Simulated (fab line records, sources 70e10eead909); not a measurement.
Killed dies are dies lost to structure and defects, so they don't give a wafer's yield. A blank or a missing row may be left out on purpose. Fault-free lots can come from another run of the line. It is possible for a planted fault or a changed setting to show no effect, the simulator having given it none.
Matching of chambers -- flow nandHarc -- NHARC_A_M1_CMP_23 on cmp-01 has 4 sister chambers
The step polishes, t overpolish 20 s, target thk 154.34 nm. 4 wafers are shown with their chamber, then 8 later ones without.

== EACH WAFER AND ITS CHAMBER ==
wafer,chamber,motorCurrentA (A)
L332.2,2,12.2
L332.4,0,16.6
L336.6,3,13.0
L339.3,1,12.5

== WAFERS WHOSE CHAMBER IS MISSING ==
wafer,motorCurrentA (A)
L339.4,12.7
L339.6,12.1
L347.2,13.3
L347.4,16.0
L347.6,15.5
L348.2,12.1
L348.4,16.0
L348.6,16.2

== EACH ONE'S CHAMBER ==
wafer,from the rows above,in truth
L339.4,can't be placed: 1 or 3 or 2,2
L339.6,can't be placed: 2 or 1 or 3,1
L347.2,can't be placed: 3 or 1 or 2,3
L347.4,0,0
L347.6,0,0
L348.2,can't be placed: 2 or 1 or 3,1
L348.4,0,0
L348.6,0,0
Correct placement for 4 of the 8. These rows do not allow placing 4 (true chamber among the candidates in 4). Number placed wrongly: 0.
How it was worked out, from the rows above alone: a wafer's distance from a chamber is the root of the sum, over the readings, of the square of ((its reading less the chamber's mean) divided by the reading's scatter). The wafer belongs to the nearest chamber; if the next one is less than 2 further off, it can't be placed. The mean given for a chamber averages the wafers shown for that chamber. The scatter: root of mean squared gap, hidden wafer to nearest shown wafer, with one shown wafer a chamber.
